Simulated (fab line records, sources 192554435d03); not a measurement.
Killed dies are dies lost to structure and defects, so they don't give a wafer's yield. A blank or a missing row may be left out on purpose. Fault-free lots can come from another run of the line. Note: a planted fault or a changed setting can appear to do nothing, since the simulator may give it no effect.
Which tool did it? + flow n5_finfet + 8 lots, 24 wafers sampled, at 7 steps of a route of 1938

## WHAT EACH GAUGE READ, for each wafer
N5_SDB_INSPECT_36: inspects for defects (darkfield). Usual: raw_defect_count at 36, with a standard deviation of 17.
| lot  | measured    | on                | raw_defect_count | flag |
|------|-------------|-------------------|------------------|------|
| L150 | day 4 07:02 | defect_inspect-02 | 58 57 63         |      |
| L152 | day 4 15:38 | defect_inspect-01 | 41 74 52         |      |
| L155 | day 5 10:19 | defect_inspect-01 | 26 24 23         |      |
| L160 | day 6 19:23 | defect_inspect-02 | 25 17 23         |      |
| L161 | day 6 23:13 | defect_inspect-01 | 635 648 672      | OFF  |
| L162 | day 7 03:52 | defect_inspect-01 | 583 587 580      | OFF  |
| L167 | day 8 13:00 | defect_inspect-01 | 20 48 31         |      |
| L171 | day 9 11:16 | defect_inspect-02 | 40 19 40         |      |

N5_DUMMY_REMOVAL_INSPECT_06: inspects for defects (brightfield). Usual: raw_defect_count at 12, with a standard deviation of 5.5.
| lot  | measured    | on                | raw_defect_count | flag |
|------|-------------|-------------------|------------------|------|
| L150 | day 4 07:24 | defect_inspect-01 | 18 3 7           |      |
| L152 | day 4 15:52 | defect_inspect-01 | 10 11 9          |      |
| L155 | day 5 10:37 | defect_inspect-01 | 14 10 8          |      |
| L160 | day 6 19:40 | defect_inspect-01 | 11 13 14         |      |
| L161 | day 6 23:35 | defect_inspect-01 | 605 598 627      | OFF  |
| L162 | day 7 04:08 | defect_inspect-01 | 580 554 567      | OFF  |
| L167 | day 8 13:14 | defect_inspect-02 | 10 10 11         |      |
| L171 | day 9 11:38 | defect_inspect-02 | 17 12 15         |      |

N5_BEOL_M4_RC_MEAS_101. Usual: DIBL_N 36.3 mV/V, standard deviation 1.7; DIBL_P 36.5 mV/V, standard deviation 1.8; IOFF_N 0.16 nA/um, standard deviation 0.033; IOFF_P 0.21 nA/um, standard deviation 0.037; ION_N 675 uA/um, standard deviation 11; ION_P 462 uA/um, standard deviation 7.9; SS_N 71.6 mV/dec, standard deviation 0.64; SS_P 73.3 mV/dec, standard deviation 0.68; VT_N 249 mV, standard deviation 3.3; VT_P -250 mV, standard deviation 3.3.
| lot  | measured     | on        | DIBL_N (mV/V)  | DIBL_P (mV/V)  | IOFF_N (nA/um) | IOFF_P (nA/um) | ION_N (uA/um) | ION_P (uA/um) | SS_N (mV/dec)  | SS_P (mV/dec)  | VT_N (mV)   | VT_P (mV)      | flag |
|------|--------------|-----------|----------------|----------------|----------------|----------------|---------------|---------------|----------------|----------------|-------------|----------------|------|
| L150 | day 8 11:33  | prober-02 | 33.6 36.4 35.8 | 34.1 37.0 36.4 | 0.14 0.18 0.17 | 0.21 0.25 0.24 | 673 679 676   | 467 468 467   | 71.1 72.3 71.8 | 73.2 73.4 73.1 | 248 250 249 | -248 -249 -246 |      |
| L152 | day 8 13:29  | prober-01 | 35.7 33.6 36.1 | 36.1 33.4 36.5 | 0.15 0.11 0.14 | 0.18 0.14 0.18 | 682 681 677   | 467 462 463   | 71.0 71.0 71.5 | 73.3 72.8 73.3 | 251 255 253 | -251 -257 -253 |      |
| L155 | day 9 10:17  | prober-01 | 37.3 36.6 37.0 | 38.4 36.7 37.8 | 0.18 0.17 0.17 | 0.24 0.22 0.24 | 680 688 676   | 466 459 465   | 72.3 71.7 72.3 | 72.8 72.8 73.0 | 247 250 249 | -251 -253 -248 |      |
| L160 | day 10 09:15 | prober-01 | 35.8 35.6 34.2 | 36.3 34.7 33.9 | 0.16 0.15 0.13 | 0.20 0.17 0.17 | 684 666 657   | 464 450 448   | 71.3 71.1 71.1 | 72.9 72.7 72.1 | 249 249 251 | -251 -253 -253 |      |
| L161 | day 10 15:11 | prober-02 | 37.2 37.7 35.5 | 37.8 39.0 36.4 | 0.19 0.19 0.16 | 0.25 0.27 0.23 | 685 675 683   | 472 466 475   | 72.0 72.6 71.1 | 72.9 73.8 73.1 | 246 246 249 | -244 -247 -248 |      |
| L162 | day 11 10:59 | prober-02 | 38.8 36.4 38.9 | 39.3 34.7 38.0 | 0.21 0.15 0.21 | 0.25 0.17 0.22 | 672 665 676   | 458 448 453   | 71.6 71.3 72.8 | 74.9 72.5 74.5 | 245 253 248 | -249 -253 -250 |      |
| L167 | day 12 06:17 | prober-02 | 37.0 38.2 37.9 | 38.3 39.1 38.9 | 0.22 0.23 0.24 | 0.22 0.23 0.23 | 705 686 683   | 462 456 458   | 72.0 72.5 72.2 | 73.2 73.7 73.6 | 243 244 240 | -251 -248 -250 |      |
| L171 | day 13 10:11 | prober-02 | 36.2 37.3 37.5 | 35.1 36.3 37.0 | 0.14 0.16 0.16 | 0.17 0.18 0.20 | 662 677 673   | 447 458 458   | 71.2 72.1 71.5 | 73.8 73.9 74.2 | 253 249 247 | -251 -254 -253 |      |

## TOOL THAT RAN EACH LOT (tool first, then ch and the chambers of the sampled wafers, then the start)
| lot  | N5_ILD0_CMP_12               | N5_SDB_CMP_30                | N5_DUMMY_REMOVAL_HM_STRIP_01      | N5_DUMMY_REMOVAL_STRIP_10         |
|------|------------------------------|------------------------------|-----------------------------------|-----------------------------------|
| L150 | cmp-01 ch 0,1, day 4 02:22   | cmp-01 ch 1,3, day 4 06:45   | rie_diel-02 ch 0,2, day 4 07:13   | rie_diel-02 ch 0,2, day 4 07:14   |
| L152 | cmp-03 ch 0,1,3, day 4 11:07 | cmp-03 ch 0,1,2, day 4 15:23 | rie_diel-05 ch 0,2, day 4 15:40   | rie_diel-05 ch 0,2, day 4 15:41   |
| L155 | cmp-01 ch 0,1,2, day 5 05:38 | cmp-01 ch 0,2,3, day 5 10:00 | rie_diel-04 ch 1,2, day 5 10:22   | rie_diel-04 ch 1,2, day 5 10:24   |
| L160 | cmp-03 ch 1,3, day 6 14:44   | cmp-03 ch 0,1, day 6 19:04   | rie_diel-02 ch 0,2,3, day 6 19:28 | rie_diel-02 ch 0,2,3, day 6 19:30 |
| L161 | cmp-02 ch 0,1,2, day 6 18:36 | cmp-01 ch 1,3, day 6 22:53   | rie_diel-02 ch 0,2, day 6 23:24   | rie_diel-02 ch 0,2, day 6 23:26   |
| L162 | cmp-01 ch 0,1, day 6 23:07   | cmp-01 ch 0,1, day 7 03:32   | rie_diel-05 ch 0,2,3, day 7 03:54 | rie_diel-05 ch 0,2,3, day 7 03:56 |
| L167 | cmp-02 ch 1,2, day 8 07:44   | cmp-04 ch 0,3, day 8 12:41   | rie_diel-04 ch 0,1, day 8 13:02   | rie_diel-04 ch 0,1, day 8 13:04   |
| L171 | cmp-02 ch 0,2,3, day 9 05:52 | cmp-04 ch 1,2,3, day 9 10:59 | rie_diel-05 ch 1,2, day 9 11:25   | rie_diel-05 ch 1,2, day 9 11:27   |
- N5_ILD0_CMP_12: polishes SiNx, stops on poly-Si, t overpolish 6 s, target thk 17.67 nm.
- N5_SDB_CMP_30: polishes, stops on poly-Si, t overpolish 1.54 s, target thk 30 nm.
- N5_DUMMY_REMOVAL_HM_STRIP_01: strips SiNx in CH3F/O2, stops on poly-Si, target depth 4 nm, time 6.8 s.
- N5_DUMMY_REMOVAL_STRIP_10: strips in N2/H2, time 40 s.

## AS READ BY THE TOOLS THEMSELVES (means over the sampled wafers that have a number; for cases with no such wafer, the mark the record gives instead)
N5_ILD0_CMP_12. Usual: motor_current_A 9.1 A, standard deviation 0.79; overpolish_run_s 5.999 s, standard deviation 0.0099; slurry_filter_dp_kPa 13.48 kPa, standard deviation 0.15; time_to_endpoint_s 29 s, standard deviation 3.4.
| lot  | tool   | motor_current_A (A) | overpolish_run_s (s) | slurry_filter_dp_kPa (kPa) | time_to_endpoint_s (s) | flag |
|------|--------|---------------------|----------------------|----------------------------|------------------------|------|
| L150 | cmp-01 | 8.3                 | 5.998                | 13.42                      | 31                     |      |
| L152 | cmp-03 | 8.7                 | 5.995                | 13.50                      | 25                     |      |
| L155 | cmp-01 | 9.1                 | 5.999                | 13.39                      | 31                     |      |
| L160 | cmp-03 | 8.4                 | 6.005                | 13.47                      | 27                     |      |
| L161 | cmp-02 | 8.8                 | 6.003                | 13.48                      | 30                     |      |
| L162 | cmp-01 | 8.0                 | 5.999                | 13.51                      | 32                     |      |
| L167 | cmp-02 | 9.0                 | 6.004                | 13.56                      | 31                     |      |
| L171 | cmp-02 | 8.9                 | 6.002                | 13.62                      | 31                     |      |

N5_SDB_CMP_30. Usual: motor_current_A 12.5 A, standard deviation 1.5; overpolish_run_s 1.540 s, standard deviation 0.0088; slurry_filter_dp_kPa 13.50 kPa, standard deviation 0.14; time_to_endpoint_s 17 s, standard deviation 3.
| lot  | tool   | motor_current_A (A) | overpolish_run_s (s) | slurry_filter_dp_kPa (kPa) | time_to_endpoint_s (s) | flag |
|------|--------|---------------------|----------------------|----------------------------|------------------------|------|
| L150 | cmp-01 | 12.1                | 1.534                | 13.42                      | 21                     |      |
| L152 | cmp-03 | 12.3                | 1.536                | 13.43                      | 17                     |      |
| L155 | cmp-01 | 14.1                | 1.540                | 13.58                      | 17                     |      |
| L160 | cmp-03 | 11.7                | 1.537                | 13.61                      | 16                     |      |
| L161 | cmp-01 | 12.9                | 1.541                | 13.42                      | 18                     |      |
| L162 | cmp-01 | 11.8                | 1.544                | 13.36                      | 18                     |      |
| L167 | cmp-04 | 11.8                | 1.538                | 13.45                      | 20                     |      |
| L171 | cmp-04 | 13.0                | 1.547                | 13.42                      | 18                     |      |

N5_DUMMY_REMOVAL_HM_STRIP_01. Usual: CH3F_flow_sccm 30.01 sccm, standard deviation 0.091; drypump_motor_current_A 5.8 A, standard deviation 0.42; oes_product_au 0.62 a.u., standard deviation 0.046; rf_vpp_V 127.5 V, standard deviation 0.85; showerhead_plenum_p_Torr 2.00 Torr, standard deviation 0.055; throttle_valve_pct 16.38 %, standard deviation 0.14.
| lot  | tool        | CH3F_flow_sccm (sccm) | drypump_motor_current_A (A) | oes_product_au (a.u.) | rf_vpp_V (V) | showerhead_plenum_p_Torr (Torr) | throttle_valve_pct (%) | flag |
|------|-------------|-----------------------|-----------------------------|-----------------------|--------------|---------------------------------|------------------------|------|
| L150 | rie_diel-02 | 29.99                 | 6.0                         | 0.62                  | 127.5        | 2.02                            | 16.45                  |      |
| L152 | rie_diel-05 | 30.03                 | 5.6                         | 0.64                  | 128.4        | 2.06                            | 16.25                  |      |
| L155 | rie_diel-04 | 30.02                 | 5.9                         | 0.66                  | 126.6        | 2.03                            | 16.50                  |      |
| L160 | rie_diel-02 | 30.04                 | 6.0                         | 0.60                  | 127.8        | 2.02                            | 16.39                  |      |
| L161 | rie_diel-02 | 30.10                 | 6.0                         | 0.60                  | 126.7        | 2.02                            | 16.51                  |      |
| L162 | rie_diel-05 | 30.05                 | 5.8                         | 0.64                  | 127.0        | 2.01                            | 16.29                  |      |
| L167 | rie_diel-04 | 30.06                 | 5.2                         | 0.67                  | 127.9        | 2.00                            | 16.37                  |      |
| L171 | rie_diel-05 | 29.89                 | 6.0                         | 0.57                  | 127.8        | 2.06                            | 16.33                  |      |

N5_DUMMY_REMOVAL_STRIP_10. Usual: drypump_motor_current_A 5.8 A, standard deviation 0.42; oes_product_au 0.76 a.u., standard deviation 0.062; rf_vpp_V 45.2 V, standard deviation 0.81; showerhead_plenum_p_Torr 3.37 Torr, standard deviation 0.096; temp_c 39.99 C, standard deviation 0.12; throttle_valve_pct 12.24 %, standard deviation 0.15.
| lot  | tool        | drypump_motor_current_A (A) | oes_product_au (a.u.) | rf_vpp_V (V) | showerhead_plenum_p_Torr (Torr) | temp_c (C) | throttle_valve_pct (%) | flag |
|------|-------------|-----------------------------|-----------------------|--------------|---------------------------------|------------|------------------------|------|
| L150 | rie_diel-02 | 6.0                         | 0.76                  | 45.0         | 3.41                            | 40.11      | 12.37                  |      |
| L152 | rie_diel-05 | 5.6                         | 0.78                  | 46.2         | 3.49                            | 40.00      | 12.16                  |      |
| L155 | rie_diel-04 | 5.9                         | 0.82                  | 46.2         | 3.40                            | 39.94      | 12.22                  |      |
| L160 | rie_diel-02 | 6.0                         | 0.74                  | 44.5         | 3.40                            | 39.90      | 12.34                  |      |
| L161 | rie_diel-02 | 6.0                         | 0.74                  | 45.3         | 3.40                            | 39.99      | 12.42                  |      |
| L162 | rie_diel-05 | 5.8                         | 0.78                  | 45.6         | 3.39                            | 40.10      | 12.13                  |      |
| L167 | rie_diel-04 | 5.2                         | 0.83                  | 44.6         | 3.37                            | 39.95      | 12.14                  |      |
| L171 | rie_diel-05 | 6.0                         | 0.69                  | 45.2         | 3.49                            | 39.79      | 12.30                  |      |

## THE ANSWER, worked out from the rows above alone
Rule: lot off if the mean of its wafers having a number is beyond 3 standard deviations from the usual mean. A lot without any number at a reading at which 4 lots or more have one is off too. The other lots that the step has rows for count as sound. First the gauges in route order, then the tools' own readings, where a lot's mean is used as printed above. The first step at which some lot is off is used, and at that step the reading that is off furthest; a lot without a number counts as furthest.
Off: L161, L162 (N5_SDB_INSPECT_36, raw_defect_count).
If a tool, at a process step before that reading, ran all the lots that are off and no sound lot after the first of them, it fits. The gauges at N5_SDB_INSPECT_36 are tried like those tools. One fits: N5_SDB_CMP_30 on cmp-01. Its last sound lot is L155 (day 5 10:00), its first lot that is off L161 (day 6 22:53): a fault that began between those two fits.

## WHAT HAD BEEN PUT IN BY THE SIMULATOR
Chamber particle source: cmp-01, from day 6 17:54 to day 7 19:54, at N5_SDB_CMP_30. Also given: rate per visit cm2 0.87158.
Shown lots that were struck: L161, L162. The rule above found the same.
